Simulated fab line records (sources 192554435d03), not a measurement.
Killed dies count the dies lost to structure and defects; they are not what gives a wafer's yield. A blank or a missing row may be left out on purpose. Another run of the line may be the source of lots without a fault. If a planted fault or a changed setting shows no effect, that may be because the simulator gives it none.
Matching of chambers / flow n5_finfet / N5_BEOL_M10_VIA_ETCH_34 on rie_diel-03 has 4 sister chambers
The step etches SiCOH lowk in C4F6/O2, target depth 184.5 nm, time 69.2 s. 8 wafers are shown with their chamber, then 8 later ones without.

== EACH WAFER AND ITS CHAMBER ==
wafer=L075.3; chamber=1; drypump_motor_current_A (A)=5.5; throttle_valve_pct (%)=20.84
wafer=L079.4; chamber=1; drypump_motor_current_A (A)=5.5; throttle_valve_pct (%)=20.84
wafer=L086.1; chamber=0; drypump_motor_current_A (A)=5.2; throttle_valve_pct (%)=20.58
wafer=L086.3; chamber=2; drypump_motor_current_A (A)=5.0; throttle_valve_pct (%)=21.34
wafer=L088.1; chamber=0; drypump_motor_current_A (A)=5.2; throttle_valve_pct (%)=20.59
wafer=L088.4; chamber=3; drypump_motor_current_A (A)=5.9; throttle_valve_pct (%)=21.12
wafer=L088.5; chamber=2; drypump_motor_current_A (A)=5.0; throttle_valve_pct (%)=21.35
wafer=L090.1; chamber=3; drypump_motor_current_A (A)=6.0; throttle_valve_pct (%)=21.13

== WAFERS WHOSE CHAMBER IS MISSING ==
wafer=L090.3; drypump_motor_current_A (A)=5.5; throttle_valve_pct (%)=20.90
wafer=L090.5; drypump_motor_current_A (A)=5.2; throttle_valve_pct (%)=20.61
wafer=L092.3; drypump_motor_current_A (A)=5.0; throttle_valve_pct (%)=21.37
wafer=L092.4; drypump_motor_current_A (A)=5.5; throttle_valve_pct (%)=20.88
wafer=L092.6; drypump_motor_current_A (A)=5.2; throttle_valve_pct (%)=20.61
wafer=L096.1; drypump_motor_current_A (A)=5.9; throttle_valve_pct (%)=21.17
wafer=L096.5; drypump_motor_current_A (A)=5.0; throttle_valve_pct (%)=21.36
wafer=L096.6; drypump_motor_current_A (A)=5.2; throttle_valve_pct (%)=20.62

== CHAMBER TAKEN BY EACH ==
wafer=L090.3; from the rows above=1; in truth=1
wafer=L090.5; from the rows above=0; in truth=0
wafer=L092.3; from the rows above=2; in truth=2
wafer=L092.4; from the rows above=1; in truth=1
wafer=L092.6; from the rows above=0; in truth=0
wafer=L096.1; from the rows above=3; in truth=3
wafer=L096.5; from the rows above=2; in truth=2
wafer=L096.6; from the rows above=0; in truth=0
Placed correctly: 8 of 8. Can't be placed from these rows: 0. 0 placed wrongly.
How it was worked out, from the rows above alone: a wafer's distance from a chamber is the root of the sum, over the readings, of the square of ((its reading less the chamber's mean) divided by the reading's scatter). The wafer belongs to the nearest chamber; if the next one is less than 2 further off, it can't be placed. A chamber's mean is the mean of its shown wafers. The scatter: the root of (the sum of the squares of (reading less its chamber's mean) over the shown wafers, divided by (wafers less chambers)).
